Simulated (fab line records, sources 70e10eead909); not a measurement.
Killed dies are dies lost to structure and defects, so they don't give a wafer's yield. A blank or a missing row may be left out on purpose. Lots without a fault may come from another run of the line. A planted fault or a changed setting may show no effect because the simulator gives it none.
Which tool did it? | flow nand_harc | 13 lots, 39 wafers sampled, at 5 steps of a route of 1159

WHAT THE GAUGES READ, wafer by wafer
NHARC_HYBRID_BOND_OVL_MEAS_05. Usual: overlay_x_nm -3 nm, standard deviation 29; overlay_y_nm 1 nm, standard deviation 34.
lot  | measured     | on         | overlay_x_nm (nm) | overlay_y_nm (nm) | flag
L527 | day 18 14:01 | overlay-01 | 3 13 31           | 30 3 -40          |
L531 | day 18 20:03 | overlay-02 | -42 48 -19        | -6 12 60          |
L528 | day 19 00:32 | overlay-02 | -58 -48 8         | 8 -52 97          |
L533 | day 19 00:32 | overlay-01 | -44 -20 21        | 44 -5 -31         |
L532 | day 19 07:27 | overlay-01 | -6 19 -41         | 52 -23 -78        |
L530 | day 19 07:27 | overlay-02 | 6 27 25           | 13 -54 -22        |
L535 | day 20 08:14 | overlay-02 | -1 30 21          | 25 4 -55          |
L536 | day 21 06:53 | overlay-02 | -43 10 -52        | -23 50 22         |
L537 | day 21 19:40 | overlay-01 | -55 12 -33        | -42 4 33          |
L543 | day 22 15:22 | overlay-01 | 15 -17 -2         | -5 -15 -49        |
L545 | day 23 07:16 | overlay-01 | -52 -40 -1        | 42 -18 -13        |
L544 | day 23 07:16 | overlay-01 | 3 -29 12          | -10 -68 -25       |
L549 | day 23 23:11 | overlay-02 | -10 -10 -38       | -17 -76 -24       |

NHARC_END_SORT_01. Usual: killed_at_array 29, standard deviation 11; killed_at_other 0.7, standard deviation 1.1; killed_at_periphery 3.1, standard deviation 2; killed_dies 33, standard deviation 11; killed_open 3.5, standard deviation 1.8; killed_short 2.0, standard deviation 1.4.
lot  | measured     | on        | killed_at_array | killed_at_other | killed_at_periphery | killed_dies | killed_open | killed_short | flag
L543 | day 23 19:23 | prober-01 | 149 57 122      | 0 0 0           | 4 6 5               | 153 63 127  | 1 5 1       | 1 1 2        | OFF
L544 | day 24 04:03 | prober-01 | 49 142 126      | 0 0 4           | 5 1 2               | 54 143 132  | 2 3 3       | 2 2 2        | OFF

WHICH TOOL RAN EACH LOT (tool, then ch and the chambers of the sampled wafers, then the start)
lot  | NHARC_A_CONTACT_ETCH_122             | NHARC_THIN_TSV_ETCH_59            | NHARC_THIN_TSV_ETCH_36
L527 | har_cap_etch-01 ch 0,1, day 16 09:53 | rie_metal-01 ch 0,1, day 19 00:10 | rie_metal-01 ch 0,1, day 19 00:25
L531 | har_cap_etch-01 ch 1, day 16 21:04   | rie_metal-01 ch 0,1, day 19 05:10 | rie_metal-01 ch 0,1, day 19 05:23
L528 | har_cap_etch-03 ch 0,1, day 16 21:34 | rie_metal-02 ch 0,1, day 19 11:08 | rie_metal-02 ch 0,1, day 19 11:20
L533 | har_cap_etch-02 ch 0,1, day 17 03:34 | rie_metal-03 ch 0,1, day 19 13:16 | rie_metal-03 ch 0,1, day 19 13:31
L532 | har_cap_etch-02 ch 0,1, day 17 07:28 | rie_metal-03 ch 0,1, day 19 16:28 | rie_metal-03 ch 0,1, day 19 16:42
L530 | har_cap_etch-01 ch 0, day 17 09:12   | rie_metal-02 ch 0,1, day 19 17:46 | rie_metal-02 ch 0,1, day 19 18:00
L535 | har_cap_etch-01 ch 0,1, day 18 10:45 | rie_metal-01 ch 0,1, day 20 17:12 | rie_metal-01 ch 0,1, day 20 17:24
L536 | har_cap_etch-01 ch 0,1, day 18 20:36 | rie_metal-02 ch 0,1, day 21 15:44 | rie_metal-02 ch 0,1, day 21 15:59
L537 | har_cap_etch-03 ch 0,1, day 19 02:14 | rie_metal-02 ch 0,1, day 22 04:35 | rie_metal-02 ch 0,1, day 22 04:48
L543 | har_cap_etch-01 ch 0,1, day 20 14:29 | rie_metal-02 ch 0,1, day 23 02:42 | rie_metal-02 ch 0,1, day 23 02:55
L545 | har_cap_etch-02 ch 0,1, day 20 19:11 | rie_metal-01 ch 0,1, day 23 17:46 | rie_metal-01 ch 0,1, day 23 17:59
L544 | har_cap_etch-01 ch 0,1, day 21 00:14 | rie_metal-03 ch 0,1, day 23 18:45 | rie_metal-03 ch 0,1, day 23 18:57
L549 | har_cap_etch-02 ch 0,1, day 22 00:31 | rie_metal-03 ch 1, day 24 08:17   | rie_metal-03 ch 0,1, day 24 08:31
- NHARC_A_CONTACT_ETCH_122: etches the open film in C4F8/O2/Ar, time 95 s, target depth 930 nm.
- NHARC_THIN_TSV_ETCH_59: etches the open film in Cl2/BCl3, target depth 880 nm, time 138.1 s.
- NHARC_THIN_TSV_ETCH_36: etches the open film in Cl2/BCl3, target depth 65 nm, time 18.571 s.

WHAT THE TOOLS THEMSELVES READ (means of the sampled wafers that have a number; where no wafer has one, the mark that the record gives instead)
NHARC_THIN_TSV_ETCH_59. Usual: drypump_motor_current_A 6.2 A, standard deviation 0.31; oes_product_au 0.996 a.u., standard deviation 0.0077; rf_fwd_power_W 896 W, standard deviation 3.3; throttle_valve_pct 22.265 %, standard deviation 0.0095.
lot  | tool         | drypump_motor_current_A (A) | oes_product_au (a.u.) | rf_fwd_power_W (W) | throttle_valve_pct (%) | flag
L527 | rie_metal-01 | 6.0                         | 1.005                 | 892                | 22.263                 |
L531 | rie_metal-01 | 6.1                         | 0.995                 | 893                | 22.262                 |
L528 | rie_metal-02 | 6.5                         | 0.995                 | 896                | 22.270                 |
L533 | rie_metal-03 | 5.8                         | 0.993                 | 893                | 22.269                 |
L532 | rie_metal-03 | 5.8                         | 0.990                 | 895                | 22.255                 |
L530 | rie_metal-02 | 6.6                         | 0.981                 | 899                | 22.265                 |
L535 | rie_metal-01 | 6.1                         | 0.997                 | 897                | 22.271                 |
L536 | rie_metal-02 | 6.5                         | 0.992                 | 901                | 22.265                 |
L537 | rie_metal-02 | 6.5                         | 0.988                 | 894                | 22.274                 |
L543 | rie_metal-02 | 6.6                         | 0.996                 | 896                | 22.259                 |
L545 | rie_metal-01 | 6.0                         | 1.000                 | 895                | 22.255                 |
L544 | rie_metal-03 | 5.8                         | 1.011                 | 892                | 22.262                 |
L549 | rie_metal-03 | 5.9                         | 0.999                 | 895                | 22.257                 |

NHARC_THIN_TSV_ETCH_36. Usual: drypump_motor_current_A 6.2 A, standard deviation 0.31; oes_product_au 0.995 a.u., standard deviation 0.0068.
lot  | tool         | drypump_motor_current_A (A) | oes_product_au (a.u.) | flag
L527 | rie_metal-01 | 6.1                         | 0.993                 |
L531 | rie_metal-01 | 6.1                         | 0.994                 |
L528 | rie_metal-02 | 6.5                         | 0.996                 |
L533 | rie_metal-03 | 5.8                         | 0.999                 |
L532 | rie_metal-03 | 5.8                         | 0.997                 |
L530 | rie_metal-02 | 6.6                         | 0.989                 |
L535 | rie_metal-01 | 6.1                         | 0.994                 |
L536 | rie_metal-02 | 6.5                         | 0.994                 |
L537 | rie_metal-02 | 6.5                         | 0.998                 |
L543 | rie_metal-02 | 6.5                         | 0.994                 |
L545 | rie_metal-01 | 6.1                         | 0.990                 |
L544 | rie_metal-03 | 5.9                         | 0.992                 |
L549 | rie_metal-03 | 5.9                         | 1.003                 |

THE ANSWER, worked out from the rows above alone
Rule: a lot is off if the mean of its wafers that have a number lies more than 3 standard deviations from the usual mean. A lot without any number at a reading at which 4 lots or more have one is off too. The other lots that the step has rows for count as sound. The gauges are gone through in route order, then the tools' own readings, and for those a lot's mean is taken as printed above. The first step at which some lot is off is used, and at that step the reading that is off furthest; a lot without a number counts as furthest.
Off: L543, L544, at NHARC_END_SORT_01 (killed_dies). Neither off nor sound, because the step has no rows for them: L527, L531, L528, L533, L532, L530, L535, L536, L537, L545, L549.
A tool fits if, at a process step before that reading, it ran every lot that is off, and no sound lot after the first of them. The gauges at NHARC_END_SORT_01 are tried like those tools. Can't be told from this: 2 tools fit, har_cap_etch-01 at NHARC_A_CONTACT_ETCH_122, prober-01 at NHARC_END_SORT_01.

WHAT THE SIMULATOR HAD PUT IN
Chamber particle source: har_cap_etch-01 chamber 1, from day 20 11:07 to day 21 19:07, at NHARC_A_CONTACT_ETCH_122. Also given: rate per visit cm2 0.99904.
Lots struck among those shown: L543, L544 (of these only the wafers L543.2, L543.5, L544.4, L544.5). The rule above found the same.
